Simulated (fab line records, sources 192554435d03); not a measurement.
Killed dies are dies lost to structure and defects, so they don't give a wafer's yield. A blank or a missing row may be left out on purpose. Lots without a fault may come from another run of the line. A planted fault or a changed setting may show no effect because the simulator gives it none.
Split-lot experiment | flow n5_finfet | 7 lots, 39 wafers read, on a route of 1938 steps

THE SPLIT
At N5_BEOL_M14_DESCUM_33 (chemistry O2, time 7.9 s), the setting time_s was moved away from the recipe's 7.9 s on 18 of the 39 wafers read, by -58.7% to +59.2%. The other wafers ran this setting at the recipe's value.

The file shows no step between the split and the reading.

THE READING
coat_of_BEOL_M14_COAT_22.thk_nm (the simulator's own value, which no gauge read), in nm, at N5_BEOL_M14_ETCH_67 (etches SiARC in CF4, target depth 143 nm, time 238.3 s). The file gives no usual value for it. The 21 wafers here that ran the recipe average 211.8 nm, standard deviation 0.89 nm.

wafer  | tool, chamber at the split | time_s as run, s | against the recipe | coat_of_BEOL_M14_COAT_22.thk_nm, nm | against lot-mates on the recipe
L078.1 | rie_diel-02, 1             | 7.9              | recipe             | 211.2                               | -
L078.2 | rie_diel-02, 2             | 4.596            | -41.8%             | 213.6                               | +2.0
L078.3 | rie_diel-02, 3             | 4.596            | -41.8%             | 213                                 | +1.4
L078.4 | rie_diel-02, 0             | 4.596            | -41.8%             | 213.4                               | +1.8
L078.5 | rie_diel-02, 2             | 7.9              | recipe             | 211.8                               | -
L078.6 | rie_diel-02, 1             | 7.9              | recipe             | 211.8                               | -
L083.1 | rie_diel-02, 3,2           | 7.9              | recipe             | 212.2                               | -
L083.2 | rie_diel-02, 3,2           | 7.9              | recipe             | 211.8                               | -
L083.3 | rie_diel-02, 1,3           | 3.774            | -52.2%             | 213.2                               | +1.0
L083.4 | rie_diel-02, 2             | 7.9              | recipe             | 212.6                               | -
L083.5 | rie_diel-02, 1             | 3.774            | -52.2%             | 213.4                               | +1.2
L083.6 | rie_diel-02, 1,3           | 3.774            | -52.2%             | 213.4                               | +1.2
L087.1 | rie_diel-05, 2             | 7.9              | recipe             | 211.6                               | -
L087.2 | rie_diel-05, 1,0           | 11.62            | +47.1%             | 210                                 | -1.5
L087.3 | rie_diel-05, 1,0           | 11.62            | +47.1%             | 210                                 | -1.5
L087.4 | rie_diel-05, 3             | 7.9              | recipe             | 211.2                               | -
L087.5 | rie_diel-05, 0             | 11.62            | +47.1%             | 210.4                               | -1.1
L087.6 | rie_diel-05, 3             | 7.9              | recipe             | 211.8                               | -
L085.1 | rie_diel-02, 2,3           | 12.58            | +59.2%             | 208.4                               | -3.3
L085.2 | rie_diel-02, 2,3           | 12.58            | +59.2%             | 208.4                               | -3.3
L085.3 | rie_diel-02, 1             | 12.58            | +59.2%             | 208.6                               | -3.1
L085.4 | rie_diel-02, 2             | 7.9              | recipe             | 211.6                               | -
L085.5 | rie_diel-02, 3             | 7.9              | recipe             | 212.2                               | -
L085.6 | rie_diel-02, 1             | 7.9              | recipe             | 211.2                               | -
L091.2 | rie_diel-02, 3,1           | 7.9              | recipe             | 213.2                               | -
L091.3 | rie_diel-02, 3,1           | 7.9              | recipe             | 213.2                               | -
L091.5 | rie_diel-02, 0             | 7.9              | recipe             | 213.6                               | -
L097.1 | rie_diel-06, 0,3           | 7.9              | recipe             | 211.8                               | -
L097.2 | rie_diel-06, 1             | 3.262            | -58.7%             | 214.2                               | +2.5
L097.3 | rie_diel-06, 0,3           | 7.9              | recipe             | 212                                 | -
L097.4 | rie_diel-06, 1             | 7.9              | recipe             | 211.4                               | -
L097.5 | rie_diel-06, 0             | 3.262            | -58.7%             | 213.8                               | +2.1
L097.6 | rie_diel-06, 3             | 3.262            | -58.7%             | 213.6                               | +1.9
L096.1 | rie_diel-06, 2,3           | 11.8             | +49.4%             | 209                                 | -1.3
L096.5 | rie_diel-06, 2,3           | 11.8             | +49.4%             | 209                                 | -1.3
L096.2 | rie_diel-06, 3,1,2         | 7.9              | recipe             | 210.2                               | -
L096.6 | rie_diel-06, 3,1,2         | 7.9              | recipe             | 210.2                               | -
L096.3 | rie_diel-06, 0             | 11.8             | +49.4%             | 208.2                               | -2.1
L096.4 | rie_diel-06, 3,1,2         | 7.9              | recipe             | 210.4                               | -
Where a row lists several chambers, the file gives one row for several wafers and doesn't say which wafer went through which chamber.

THE FIT
A straight line over all 39 wafers: coat_of_BEOL_M14_COAT_22.thk_nm changes by -0.043 nm for each +1% of time_s; r = -0.89; the points scatter about the line by 0.78 nm.
The same after taking each lot's own level away (the mean of its wafers on the recipe; 39 wafers): -0.0365 nm for each +1%; r = -0.94; scatter 0.46 nm.
On that fit, the largest move of time_s shifts the reading by 2.2 nm.
The lots' own levels span 210.27 to 213.33 nm, that is 3.5 times the standard deviation above.
So the lot-to-lot level changes the slope: the two fits differ.
Check: with one of the wafers moved furthest among these (+59.2%) left out of the fit, the line predicts -2.13 nm for it against its lot-mates. It came out at -3.27 nm against them.

OTHER SPLITS ON THESE WAFERS
These wafers also went through other splits before the reading. Each is held against what the fit with the lots' levels taken away leaves over:
other split on the same wafers     | wafers away from the commonest value | r with coat_of_BEOL_M14_COAT_22.thk_nm (lot level and that fit taken away)
N5_BEOL_M5_DEP_56 target_thk_a     | 15                                   | +0.35
N5_BEOL_M9_ILD_DEP_00 time_s       | 15                                   | -0.04
N5_BEOL_M12_ETCH_59 target_depth_a | 6                                    | -0.47

THE WHOLE CHAIN: every reading that the file lists as answering this split, in the file's order
step                  | what it does                                           | reading                                                                          | change (the file's fit)                | r (the file's)
N5_BEOL_M14_DESCUM_33 | chemistry O2, time 7.9 s                               | coat_of_BEOL_M14_COAT_22.thk_nm (the simulator's own value, which no gauge read) | -0.0354 nm for each +1% of the setting | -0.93
N5_BEOL_M14_ETCH_67   | etches SiARC in CF4, target depth 143 nm, time 238.3 s | coat_of_BEOL_M14_COAT_22.thk_nm (the simulator's own value, which no gauge read) | -0.0366 nm for each +1% of the setting | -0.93

THE FILE'S OWN FIT
coat_of_BEOL_M14_COAT_22.thk_nm changes by -0.0366 nm for each +1% of time_s, r = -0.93.
